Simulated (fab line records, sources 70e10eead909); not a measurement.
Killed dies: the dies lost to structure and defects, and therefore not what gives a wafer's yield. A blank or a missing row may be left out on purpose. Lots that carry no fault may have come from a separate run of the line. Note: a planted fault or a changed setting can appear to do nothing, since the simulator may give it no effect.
fab line records ; flow nandHarc
[record] lots = 14; wafers = 42; lastDay = 33
route steps=1302 shown A_ONON_D2@561 A_CHANNEL_HOLE_D2@570 END@1302
lots that met no fault: taken from a fault-free run of the same line
startH: the number of hours between the record's first day and the start of the first shown wafer of the lot ; waitH: how many hours have passed since the lot's step before this one ; " unchanged from the row above ; L1.1+2: a single row standing in for several wafers ; - no value, or no start given ; * or withheld: withheld ; < > ~ a bound
route shown NAME@n: NAME is a module with steps in the file, n the number in the route of the first one ; usual: the fault-free wafers' mean and standard deviation ; same: alike in all rows ; chamber/n: place in a boat ; sites: each site's reading ; _std_site: how widely they spread, as a standard deviation ; _edge_site: the outer-site mean with the inner-site mean subtracted ; radiusMm: how far each site lies from the wafer's centre ; mask NAME#n: copy n ; behind: the last tool/chamber to shape the wafer ; hold: why the lot was held/for how many hours/how that ended ; device: the n, p or np transistor that did not switch ; end of line: the tests these same wafers got at the end of their route ; a step without rows: its recipe alone ; killed: not the wafer's yield, but the dies lost to structure and defects at the first sort ; map: shows each die of a wafer: x if killed, . if not, _ if none is there
set.NAME: the setting as run; set.NAME@STEP: as run at that earlier step ; model.NAME: the simulator's own value behind a step, which no gauge read
one table for each step of the route and one row for each wafer, over a sample of lots
services: the hour from which a tool's chamber was out of use, counted from the record's first day as startH (under 0 if before that day), plus the number of hours and why
[[steps]]
[step NHARC_A_ONON_D2_THK_MEAS_24]
[recipe] thkMeasGauge = ellipsometry
[usual] thkNm = 999/11
lot.wafer;tool;chamber;startH;waitH;thkNm
L297.3;filmMetro-02;-;294.69;-;1009
L297.5;filmMetro-02;-;294.69;-;1009
L297.6;filmMetro-02;-;294.69;-;1009
L296.1;filmMetro-01;-;294.70;-;1008
L296.2;filmMetro-01;-;294.70;-;1008
L296.5;filmMetro-01;-;294.70;-;1007
L299.2;filmMetro-02;-;316.13;-;994
L299.3;filmMetro-02;-;316.13;-;995
L299.6;filmMetro-02;-;316.13;-;995
L300.2;filmMetro-01;-;329.34;-;996
L300.4;filmMetro-01;-;329.34;-;996
L300.5;filmMetro-01;-;329.34;-;994
L304.1;filmMetro-01;-;360.82;-;1009
L304.5;filmMetro-01;-;360.82;-;1011
L304.6;filmMetro-01;-;360.82;-;1008
L302.3;filmMetro-02;-;360.84;-;979
L302.5;filmMetro-02;-;360.84;-;981
L302.6;filmMetro-02;-;360.84;-;976
L303.1;filmMetro-02;-;366.77;-;995
L303.3;filmMetro-02;-;366.77;-;997
L303.4;filmMetro-02;-;366.77;-;997
L305.1;filmMetro-02;-;389.89;-;1014
L305.5;filmMetro-02;-;389.89;-;1014
L305.6;filmMetro-02;-;389.89;-;1014
L306.1;filmMetro-01;-;397.47;-;1005
L306.3;filmMetro-01;-;397.47;-;1005
L306.6;filmMetro-01;-;397.47;-;1005
L308.1;filmMetro-02;-;421.82;-;998
L308.4;filmMetro-02;-;421.82;-;999
L308.5;filmMetro-02;-;421.82;-;1000
L310.1;filmMetro-01;-;436.39;-;1012
L310.4;filmMetro-01;-;436.39;-;1011
L310.5;filmMetro-01;-;436.39;-;1011
L312.1;filmMetro-01;-;448.26;-;993
L312.2;filmMetro-01;-;448.26;-;994
L312.3;filmMetro-01;-;448.26;-;995
L317.1;filmMetro-02;-;487.27;-;1007
L317.3;filmMetro-02;-;487.27;-;1007
L317.4;filmMetro-02;-;487.27;-;1007
L319.1;filmMetro-01;-;519.84;-;1008
L319.2;filmMetro-01;-;519.84;-;1008
L319.5;filmMetro-01;-;519.84;-;1007
[step NHARC_A_ONON_D2_DEP_28]
[recipe] targetThkA = 10000; n2FlowSccm = 2750; n2oFlowSccm = 2000; nh3FlowSccm = 500; sih4FlowSccm = 210; tempC = 400
lot.wafer;tool;chamber;startH;waitH
L296.1+2+5;pecvdOnon-03;0;295.32;0.1
L297.3+5+6;pecvdOnon-04;0;295.42;0.2
L299.2+3+6;pecvdOnon-01;0;316.81;0.1
L300.2+4+5;pecvdOnon-01;0;330.02;0.1
L304.1+5+6;pecvdOnon-04;0;361.44;0.1
L302.3+5+6;pecvdOnon-01;0;361.58;0.2
L303.1+3+4;pecvdOnon-03;0;367.39;0.1
L305.1+5+6;pecvdOnon-03;0;390.51;0.1
L306.1+3+6;pecvdOnon-01;0;398.10;0.1
L308.1+4+5;pecvdOnon-01;0;422.44;0.1
L310.1+4+5;pecvdOnon-01;0;437.01;0.1
L312.1+2+3;pecvdOnon-01;0;448.89;0.1
L317.1+3+4;pecvdOnon-03;0;487.89;0.1
L319.1+2+5;pecvdOnon-04;0;520.45;0.1
[step NHARC_A_ONON_D2_THK_MEAS_30]
[recipe] thkMeasGauge = ellipsometry
[usual] thkNm = 1000/11
lot.wafer;tool;chamber;startH;waitH;hold;thkNm
L297.3;filmMetro-02;-;295.81;-;-;996
L297.5;filmMetro-02;-;295.81;-;-;996
L297.6;filmMetro-02;-;295.81;-;-;995
L296.1;filmMetro-01;-;295.83;-;-;990
L296.2;filmMetro-01;-;295.83;-;-;992
L296.5;filmMetro-01;-;295.83;-;-;989
L299.2;filmMetro-02;-;317.26;-;-;1004
L299.3;filmMetro-02;-;317.26;-;-;1002
L299.6;filmMetro-02;-;317.26;-;-;1003
L300.2;filmMetro-01;-;330.46;-;-;1008
L300.4;filmMetro-01;-;330.46;-;-;1011
L300.5;filmMetro-01;-;330.46;-;-;1011
L304.1;filmMetro-01;-;361.96;-;-;993
L304.5;filmMetro-01;-;361.96;-;-;995
L304.6;filmMetro-01;-;361.96;-;-;995
L302.3;filmMetro-02;-;361.98;-;-;1000
L302.5;filmMetro-02;-;361.98;-;-;1001
L302.6;filmMetro-02;-;361.98;-;-;1000
L303.1;filmMetro-02;-;367.90;-;-;986
L303.3;filmMetro-02;-;367.90;-;-;984
L303.4;filmMetro-02;-;367.90;-;-;986
L305.1;filmMetro-02;-;391.03;-;-;999
L305.5;filmMetro-02;-;391.03;-;-;1000
L305.6;filmMetro-02;-;391.03;-;-;998
L306.1;filmMetro-01;-;398.61;-;-;1015
L306.3;filmMetro-01;-;398.61;-;-;1016
L306.6;filmMetro-01;-;398.61;-;-;1017
L308.1;filmMetro-01;-;422.95;-;-;1012
L308.4;filmMetro-01;-;422.95;-;-;1011
L308.5;filmMetro-01;-;422.95;-;-;1010
L310.1;filmMetro-02;-;437.52;-;awaitDispo/0.2h/release;1195
L310.4;filmMetro-02;-;437.52;-;awaitDispo/0.2h/release;1197
L310.5;filmMetro-02;-;437.52;-;awaitDispo/0.2h/release;1196
L310.1;filmMetro-02;-;437.70;0.2;-;1197
L310.4;filmMetro-02;-;437.70;0.2;-;1197
L310.5;filmMetro-02;-;437.70;0.2;-;1197
L312.1;filmMetro-01;-;449.41;-;awaitDispo/0.2h/release;1202
L312.2;filmMetro-01;-;449.41;-;awaitDispo/0.2h/release;1201
L312.3;filmMetro-01;-;449.41;-;awaitDispo/0.2h/release;1200
L312.1;filmMetro-01;-;449.58;0.2;-;1202
L312.2;filmMetro-01;-;449.58;0.2;-;1200
L312.3;filmMetro-01;-;449.58;0.2;-;1202
L317.1;filmMetro-01;-;488.40;-;-;988
L317.3;filmMetro-01;-;488.40;-;-;988
L317.4;filmMetro-01;-;488.40;-;-;989
L319.1;filmMetro-01;-;520.97;-;-;991
L319.2;filmMetro-01;-;520.97;-;-;991
L319.5;filmMetro-01;-;520.97;-;-;990
[step NHARC_A_CHANNEL_HOLE_D2_DEP_00]
[recipe] targetThkA = 31000; tempC = 400; material = aC
[usual] throttleValvePct = 34.999/0.0086
lot.wafer;tool;chamber;startH;waitH;throttleValvePct
L296.1;aclDep-02;0;300.79;4.2;35.012
L296.2;aclDep-02;0;300.79;4.2;35.012
L296.5;aclDep-02;0;300.79;4.2;35.006
L297.3;aclDep-01;0;301.34;5.0;34.997
L297.5;aclDep-01;0;301.34;5.0;34.986
L297.6;aclDep-01;0;301.34;5.0;34.993
L299.2;aclDep-03;0;318.19;0.4;35.014
L299.3;aclDep-03;0;318.19;0.4;34.993
L299.6;aclDep-03;0;318.19;0.4;35.006
L300.2;aclDep-01;0;335.76;4.7;34.997
L300.4;aclDep-01;0;335.76;4.7;35.017
L300.5;aclDep-01;0;335.76;4.7;35.006
L304.1;aclDep-03;0;362.56;0.1;34.998
L304.5;aclDep-03;0;363.84;1.3;35.006
L304.6;aclDep-03;0;363.84;1.3;34.999
L302.3;aclDep-02;0;363.40;0.9;35.010
L302.5;aclDep-02;0;363.40;0.9;35.000
L302.6;aclDep-02;0;363.40;0.9;34.998
L303.1;aclDep-03;0;376.94;8.5;34.992
L303.3;aclDep-03;0;376.94;8.5;34.987
L303.4;aclDep-03;0;376.94;8.5;34.982
L305.1;aclDep-03;0;391.65;0.1;34.996
L305.5;aclDep-03;0;392.92;1.3;35.001
L305.6;aclDep-03;0;392.92;1.3;34.996
L306.1;aclDep-03;0;401.51;2.3;34.982
L306.3;aclDep-03;0;401.51;2.3;35.012
L306.6;aclDep-03;0;401.51;2.3;35.021
L308.1;aclDep-01;0;424.14;0.7;35.010
L308.4;aclDep-01;0;424.14;0.7;34.986
L308.5;aclDep-01;0;424.14;0.7;35.000
L317.1;aclDep-01;0;494.83;5.9;34.994
L317.3;aclDep-01;0;494.83;5.9;34.987
L317.4;aclDep-01;0;494.83;5.9;34.997
L319.1;aclDep-03;0;522.14;0.5;34.996
L319.2;aclDep-03;0;522.14;0.5;34.995
L319.5;aclDep-03;0;522.14;0.5;34.994
[step NHARC_END_SORT_01]
[recipe] tempC = 25
[usual] killedAtArray = 55/17; killedAtOther = 1.1/1.6; killedAtPeriphery = 3.8/2.5; killedDies = 60/18; killedOpen = 3.3/1.9; killedShort = 2.5/1.7
[same] grossDies = 677
lot.wafer;tool;chamber;startH;waitH;hold;killedAtArray;killedAtOther;killedAtPeriphery;killedDies;killedOpen;killedShort
L297.3;prober-01;0;573.99;3.1;-;67;0;10;77;7;1
L297.5;prober-01;0;575.59;3.7;-;74;1;8;83;5;3
L297.6;prober-01;0;576.39;4.0;-;61;0;6;67;4;3
L296.1;prober-01;0;580.15;2.5;-;80;0;6;86;3;2
L296.2;prober-01;0;580.95;2.8;-;53;0;11;64;1;2
L296.5;prober-01;0;583.35;3.7;-;49;0;4;53;5;1
L300.2;prober-01;0;602.43;2.8;-;79;4;4;87;2;4
L300.4;prober-01;0;604.00;3.4;-;54;2;3;59;3;1
L300.5;prober-01;0;604.79;3.6;-;63;3;1;67;5;1
L306.1;prober-01;0;667.65;2.5;-;61;1;7;69;7;5
L306.3;prober-01;0;669.27;3.1;-;36;1;5;42;2;3
L306.6;prober-01;0;671.70;4.0;-;46;3;8;57;4;2
L308.1;prober-02;0;686.86;2.5;-;77;2;3;82;5;7
L308.4;prober-02;0;689.28;3.4;-;65;0;5;70;1;0
L308.5;prober-02;0;690.09;3.7;-;65;0;2;67;1;3
L310.1;prober-01;0;703.56;2.5;awaitDispo/3.9h/scrap;671;1;5;677;4;5
L310.4;prober-01;0;705.92;3.4;awaitDispo/3.9h/scrap;672;1;4;677;6;0
L310.5;prober-01;0;706.70;3.6;awaitDispo/3.9h/scrap;674;1;2;677;0;3
L312.1;prober-02;0;707.68;2.5;awaitDispo/4.2h/scrap;672;0;5;677;5;1
L312.2;prober-02;0;708.49;2.8;awaitDispo/4.2h/scrap;666;0;11;677;3;2
L312.3;prober-02;0;709.29;3.1;awaitDispo/4.2h/scrap;666;0;11;677;7;2
L317.1;prober-01;0;764.44;2.5;-;65;5;1;71;6;4
L317.3;prober-01;0;766.06;3.1;-;47;2;8;57;2;2
L317.4;prober-01;0;766.86;3.4;-;63;4;5;72;2;0
// killed by level:class
L297.3 A_CHANNEL_HOLE_D1:chamberFilmFlake=34 A_SLIT:chamberFilmFlake=11 A_CHANNEL_HOLE_D2:chamberFilmFlake=7 P_GATE:chamberFilmFlake=3 P_CONTACT:chamberFilmFlake=3 A_STAIRCASE:chamberFilmFlake=3 A_WL_FILL:chamberFilmFlake=3 A_ONON_D2:geometricParticle:open=2
L297.5 A_CHANNEL_HOLE_D1:chamberFilmFlake=34 A_SLIT:chamberFilmFlake=15 A_CHANNEL_HOLE_D2:chamberFilmFlake=7 A_STAIRCASE:chamberFilmFlake=6 A_CONTACT:chamberFilmFlake=5 P_CONTACT:chamberFilmFlake=4 P_CONTACT:geometricParticle:short=1 P_M0:geometricParticle:open=1
L297.6 A_SLIT:chamberFilmFlake=23 A_CHANNEL_HOLE_D1:chamberFilmFlake=19 A_CONTACT:chamberFilmFlake=5 A_CHANNEL_HOLE_D2:chamberFilmFlake=4 P_CONTACT:chamberFilmFlake=3 A_ONON_D1:geometricParticle:short=2 A_STAIRCASE:chamberFilmFlake=2 P_M0:geometricParticle:short=1
L296.1 A_CHANNEL_HOLE_D2:chamberFilmFlake=35 A_SLIT:chamberFilmFlake=26 A_STAIRCASE:chamberFilmFlake=4 P_GATE:chamberFilmFlake=3 A_CHANNEL_HOLE_D1:chamberFilmFlake=3 A_CONTACT:chamberFilmFlake=3 P_BONDPAD:chamberFilmFlake=2 A_CONTACT:unspecified=2
L296.2 A_SLIT:chamberFilmFlake=21 A_CHANNEL_HOLE_D2:chamberFilmFlake=20 P_BONDPAD:chamberFilmFlake=4 P_STI:chamberFilmFlake=3 P_GATE:chamberFilmFlake=3 A_CHANNEL_FILL_D1:chamberFilmFlake=3 A_STAIRCASE:chamberFilmFlake=3 A_CONTACT:chamberFilmFlake=3
L296.5 A_CHANNEL_HOLE_D2:chamberFilmFlake=22 A_SLIT:chamberFilmFlake=11 A_CHANNEL_FILL_D1:chamberFilmFlake=4 A_M0:geometricParticle:open=3 P_STI:chamberFilmFlake=2 A_STAIRCASE:chamberFilmFlake=2 A_CONTACT:chamberFilmFlake=2 P_M0:geometricParticle:open=1
L300.2 A_CHANNEL_HOLE_D2:chamberFilmFlake=37 A_SLIT:chamberFilmFlake=30 A_CONTACT:chamberFilmFlake=6 A_CHANNEL_HOLE_D1:chamberFilmFlake=3 THIN_TSV:chamberFilmFlake=3 P_M0:geometricParticle:short=2 A_WL_FILL:chamberFilmFlake=2 P_CONTACT:geometricParticle:short=1
L300.4 A_CHANNEL_HOLE_D2:chamberFilmFlake=32 A_SLIT:chamberFilmFlake=11 A_CONTACT:chamberFilmFlake=7 A_CHANNEL_HOLE_D1:chamberFilmFlake=2 THIN_TSV:chamberFilmFlake=2 P_M0:geometricParticle:open=1 P_M1:geometricParticle:open=1 P_M2:geometricParticle:open=1
L300.5 A_CHANNEL_HOLE_D2:chamberFilmFlake=28 A_SLIT:chamberFilmFlake=17 A_CONTACT:chamberFilmFlake=7 THIN_TSV:chamberFilmFlake=3 A_SGD_CUT:chamberFilmFlake=2 A_SOURCE_PLATE:geometricParticle:open=1 A_SOURCE_PLATE:geometricParticle:short=1 A_CHANNEL_HOLE_D2:geometricParticle:open=1
L306.1 A_SLIT:chamberFilmFlake=23 A_CHANNEL_HOLE_D2:chamberFilmFlake=18 A_CONTACT:chamberFilmFlake=4 P_M0:geometricParticle:short=2 A_ONON_D2:geometricParticle:open=2 A_M0:geometricParticle:open=2 P_M1:chamberFilmFlake=2 A_CHANNEL_HOLE_D1:chamberFilmFlake=2
L306.3 A_SLIT:chamberFilmFlake=16 A_CONTACT:chamberFilmFlake=6 A_CHANNEL_HOLE_D2:chamberFilmFlake=4 P_GATE:chamberFilmFlake=3 A_CHANNEL_HOLE_D1:chamberFilmFlake=3 A_WL_FILL:geometricParticle:short=2 A_STAIRCASE:chamberFilmFlake=2 P_M0:geometricParticle:short=1
L306.6 A_SLIT:chamberFilmFlake=28 A_CHANNEL_HOLE_D2:chamberFilmFlake=8 P_GATE:chamberFilmFlake=5 A_CONTACT:chamberFilmFlake=3 P_M1:chamberFilmFlake=2 A_DECK1_JOINT:chamberFilmFlake=2 THIN_TSV:chamberFilmFlake=2 P_M0:geometricParticle:open=1
L308.1 A_SLIT:chamberFilmFlake=33 A_CHANNEL_HOLE_D2:chamberFilmFlake=16 A_CONTACT:chamberFilmFlake=7 A_CHANNEL_HOLE_D1:chamberFilmFlake=6 A_ONON_D2:geometricParticle:open=2 A_WL_FILL:geometricParticle:short=2 A_SGD_CUT:chamberFilmFlake=2 THIN_TSV:chamberFilmFlake=2
L308.4 A_SLIT:chamberFilmFlake=34 A_CHANNEL_HOLE_D2:chamberFilmFlake=14 A_CONTACT:chamberFilmFlake=8 P_ZERO_WELL:chamberFilmFlake=4 A_M0:chamberFilmFlake=3 A_CHANNEL_FILL_D2:chamberFilmFlake=2 A_CONTACT:geometricParticle:open=1 P_CONTACT:chamberFilmFlake=1
L308.5 A_SLIT:chamberFilmFlake=30 A_CHANNEL_HOLE_D2:chamberFilmFlake=19 A_CHANNEL_HOLE_D1:chamberFilmFlake=4 A_SGD_CUT:chamberFilmFlake=3 A_STAIRCASE:chamberFilmFlake=2 A_CONTACT:chamberFilmFlake=2 A_ONON_D1:geometricParticle:short=1 A_CHANNEL_FILL_D1:geometricParticle:short=1
L310.1 A_ONON_D2:areaDep=614 A_SLIT:chamberFilmFlake=28 A_CHANNEL_FILL_D2:chamberFilmFlake=5 A_CONTACT:chamberFilmFlake=4 A_CHANNEL_HOLE_D1:chamberFilmFlake=4 A_CHANNEL_FILL_D2:geometricParticle:open=2 A_CHANNEL_FILL_D2:geometricParticle:short=2 P_M2:chamberFilmFlake=2
L310.4 A_ONON_D2:areaDep=618 A_SLIT:chamberFilmFlake=35 A_CONTACT:chamberFilmFlake=5 A_CHANNEL_HOLE_D1:chamberFilmFlake=4 A_STAIRCASE:chamberFilmFlake=3 P_M0:geometricParticle:open=2 A_WL_FILL:chamberFilmFlake=2 P_CONTACT:geometricParticle:open=1
L310.5 A_ONON_D2:areaDep=626 A_SLIT:chamberFilmFlake=30 A_CHANNEL_HOLE_D1:chamberFilmFlake=5 A_CHANNEL_FILL_D2:chamberFilmFlake=3 P_M2:chamberFilmFlake=2 A_DECK1_JOINT:chamberFilmFlake=2 A_DECK1_JOINT:geometricParticle:short=1 A_CHANNEL_FILL_D2:geometricParticle:short=1
L312.1 A_ONON_D2:areaDep=607 A_SLIT:chamberFilmFlake=31 A_CHANNEL_HOLE_D1:chamberFilmFlake=10 A_CONTACT:chamberFilmFlake=4 P_M2:chamberFilmFlake=3 A_DECK1_JOINT:chamberFilmFlake=3 A_BONDPAD:chamberFilmFlake=3 P_GATE:chamberFilmFlake=2
L312.2 A_ONON_D2:areaDep=611 A_SLIT:chamberFilmFlake=17 A_CHANNEL_HOLE_D1:chamberFilmFlake=12 A_STAIRCASE:chamberFilmFlake=8 P_GATE:chamberFilmFlake=6 P_M2:chamberFilmFlake=5 A_CHANNEL_FILL_D2:chamberFilmFlake=5 A_CONTACT:chamberFilmFlake=5
L312.3 A_ONON_D2:areaDep=612 A_SLIT:chamberFilmFlake=16 A_CHANNEL_HOLE_D1:chamberFilmFlake=12 A_STAIRCASE:chamberFilmFlake=6 P_M2:chamberFilmFlake=5 A_CONTACT:chamberFilmFlake=5 P_CONTACT:geometricParticle:open=3 A_ZERO_WELL:chamberFilmFlake=3
L317.1 A_CONTACT:chamberFilmFlake=16 A_CHANNEL_HOLE_D2:chamberFilmFlake=15 A_CHANNEL_HOLE_D1:chamberFilmFlake=14 A_SLIT:chamberFilmFlake=11 THIN_TSV:chamberFilmFlake=5 A_CHANNEL_FILL_D2:geometricParticle:short=2 A_CHANNEL_FILL_D2:geometricParticle:open=2 P_CONTACT:geometricParticle:open=1
L317.3 A_CONTACT:chamberFilmFlake=13 A_CHANNEL_HOLE_D2:chamberFilmFlake=12 A_SLIT:chamberFilmFlake=9 A_CHANNEL_HOLE_D1:chamberFilmFlake=6 P_M0:chamberFilmFlake=5 A_STAIRCASE:chamberFilmFlake=3 THIN_TSV:chamberFilmFlake=2 P_M0:geometricParticle:open=1
L317.4 A_CHANNEL_HOLE_D2:chamberFilmFlake=20 A_CHANNEL_HOLE_D1:chamberFilmFlake=13 A_CONTACT:chamberFilmFlake=13 A_SLIT:chamberFilmFlake=11 P_M0:chamberFilmFlake=4 THIN_TSV:chamberFilmFlake=4 A_STAIRCASE:chamberFilmFlake=2 A_CONTACT:geometricParticle:open=1
[[services]]
tool;chamber;startH;hours;kind
aclDep-03;-;302.89;13.0;pm
pecvdOnon-01;-;308.26;2.0;repair
pecvdOnon-04;-;311.26;13.0;pm
aclDep-03;-;367.50;9.4;repair
aclDep-01;-;367.56;13.0;pm
pecvdOnon-01;-;393.07;3.6;repair
pecvdOnon-03;-;408.00;13.0;pm
aclDep-02;-;428.13;13.0;pm
pecvdOnon-01;-;450.28;13.0;pm
aclDep-03;-;483.89;13.0;pm
pecvdOnon-04;-;492.26;13.0;pm
pecvdOnon-03;-;515.03;1.0;repair
[[key]]
[firstSign] step = NHARC_A_ONON_D2_THK_MEAS_30; reading = visit; direction = added
[effect] step = NHARC_A_ONON_D2_THK_MEAS_30; reading = thkNm; direction = up; sigmas = 18; usual = 1000; struck = 1199
[effect] step = NHARC_END_SORT_01; reading = killedAtArray; direction = up; sigmas = 35; usual = 55; struck = 670
[moreKillsBornAt] NHARC_A_ONON_D2_DEP_28@pecvdOnon-01 = 3688
metAt NHARC_A_ONON_D2_DEP_28
struckLots L310,L312
laterRowsLeftOut L310.1,L310.4,L310.5,L312.1,L312.2,L312.3
testerLeftOut L310,L312
notActingAt NHARC_A_ONON_D2_THK_MEAS_24,NHARC_A_CHANNEL_HOLE_D2_DEP_00
onsetBetween 422.44 437.01
[fault] kind = processParameterDrift; tool = pecvdOnon-01; chamber = -; onsetH = 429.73; steps = NHARC_A_ONON_D2_DEP_28; channel = targetThkA; offset = *; shape = step; endH = 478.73; actsIn = *; stated = *
// testerLeftOut: of these lots the tester's yield and bins aren't shown, on N5 and GAA mostly nor the transistor test; their killed dies are dies lost to structure and defects alone, not to doping, threshold or leakage, so they don't give the yield
// laterRowsLeftOut: the simulator's readings of these wafers behind a module that went badly wrong aren't trusted and aren't shown, but for the sort
